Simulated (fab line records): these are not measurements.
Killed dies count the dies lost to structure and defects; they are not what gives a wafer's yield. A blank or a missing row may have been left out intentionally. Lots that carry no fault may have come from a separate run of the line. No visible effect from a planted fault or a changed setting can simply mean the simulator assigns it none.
One fault seen from 3 desks / flow n5_finfet / numbers are kept per desk, each desk with only its own; the story behind them comes last

THE DEFECT DESK
Inspection counts along the route, by lot: the mean over sampled wafers that carry a number. If a lot's mean is further than 4 standard deviations from the usual mean, the lot is out of limits and carries the mark OUT (the distance appears in the brackets).
Columns: A = raw_defect_count at N5_FIN_CUT_INSPECT_17, usual 225
lot=L403; first seen here=day 2 03:59; A=230
lot=L404; first seen here=day 2 12:29; A=241
lot=L405; first seen here=day 2 16:17; A=175
lot=L406; first seen here=day 2 22:11; A=199
lot=L407; first seen here=day 3 03:32; A=198
lot=L408; first seen here=day 3 10:11; A=239
lot=L415; first seen here=day 5 06:13; A=278
lot=L420; first seen here=day 6 10:22; A=233
lot=L423; first seen here=day 7 03:25; A=280
lot=L426; first seen here=day 7 22:38; A=172
Result from this desk: across the 10 lots, nothing is out of limits.

THE METROLOGY DESK
Means of the sampled wafers that have a number, per lot and without regard to the tool the lot ran on: this is what the gauges read. If a lot's mean is further than 4 standard deviations from the usual mean, the lot is out of limits and carries the mark OUT (the distance appears in the brackets). Shown here are 7 of its 11 readings, the ones lying furthest out on some lot.
Columns: A = DIBL_N at N5_BEOL_M4_RC_MEAS_101, usual 36.3 mV/V; B = DIBL_P at N5_BEOL_M4_RC_MEAS_101, usual 36.2 mV/V; C = IOFF_N at N5_BEOL_M4_RC_MEAS_101, usual 0.160 nA/um; D = IOFF_P at N5_BEOL_M4_RC_MEAS_101, usual 0.21 nA/um; E = ION_P at N5_BEOL_M4_RC_MEAS_101, usual 465 uA/um; F = SS_N at N5_BEOL_M4_RC_MEAS_101, usual 71.5 mV/dec; G = VT_N at N5_BEOL_M4_RC_MEAS_101, usual 250 mV
lot=L403; first seen here=day 2 02:35; A=39.9; B=39.6; C=0.216; D=0.28; E=469; F=72.1; G=245
lot=L404; first seen here=day 2 10:42; A=36.0; B=35.6; C=0.157; D=0.21; E=466; F=70.7; G=249
lot=L405; first seen here=day 2 14:39; A=34.0; B=33.8; C=0.131; D=0.17; E=458; F=71.0; G=251
lot=L406; first seen here=day 2 20:50; A=38.1; B=36.7; C=0.169; D=0.25; E=468; F=71.8; G=248
lot=L407; first seen here=day 3 02:02; A=34.1; B=34.1; C=0.130; D=0.16; E=461; F=70.8; G=254
lot=L408; first seen here=day 3 08:23; A=38.9; B=38.1; C=0.176; D=0.25; E=473; F=71.9; G=250
lot=L415; first seen here=day 5 04:43; A=35.7; B=33.4; C=0.133; D=0.17; E=461; F=71.1; G=253
lot=L420; first seen here=day 6 08:53; A=34.3; B=35.4; C=0.132; D=0.19; E=465; F=71.3; G=252
lot=L423; first seen here=day 7 02:02; A=32.8; B=30.9; C=0.112; D=0.15; E=458; F=70.5; G=254
lot=L426; first seen here=day 7 21:06; A=36.0; B=35.8; C=0.146; D=0.17; E=454; F=71.7; G=250
Result from this desk: across the 10 lots, nothing is out of limits.

THE TOOL OWNER'S DESK: rie_diel-01
The tool's own readings at N5_FIN_CUT_STRIP_24 (strips in CF4): means of the sampled wafers that have a number, for each lot that ran on this tool. If a lot's mean is further than 4 standard deviations from the usual mean, the lot is out of limits and carries the mark OUT (the distance appears in the brackets).
Columns: A = drypump_motor_current_A at N5_FIN_CUT_STRIP_24, usual 5.8 A; B = oes_product_au at N5_FIN_CUT_STRIP_24, usual 0.80 a.u.; C = rf_vpp_V at N5_FIN_CUT_STRIP_24, usual 271.8 V; D = showerhead_plenum_p_Torr at N5_FIN_CUT_STRIP_24, usual 1.81 Torr; E = throttle_valve_pct at N5_FIN_CUT_STRIP_24, usual 13.50 %
lot=L403; first seen here=day 2 03:29; A=5.3; B=0.90; C=271.0; D=1.83; E=13.27
lot=L404; first seen here=day 2 11:56; A=5.8; B=0.91; C=272.9; D=1.85; E=13.27
lot=L408; first seen here=day 3 09:37; A=5.9; B=0.83; C=271.8; D=1.82; E=13.39
lot=L415; first seen here=day 5 05:42; A=5.8; B=0.87; C=272.7; D=1.84; E=13.32
Result from this desk: across the 4 lots, nothing is out of limits.

ALL TOGETHER
Nothing out of limits was seen by the defect desk.
Nothing out of limits was seen by the metrology desk.
Nothing out of limits was seen by the tool owner's desk.

WHAT HAD BEEN PUT IN BY THE SIMULATOR
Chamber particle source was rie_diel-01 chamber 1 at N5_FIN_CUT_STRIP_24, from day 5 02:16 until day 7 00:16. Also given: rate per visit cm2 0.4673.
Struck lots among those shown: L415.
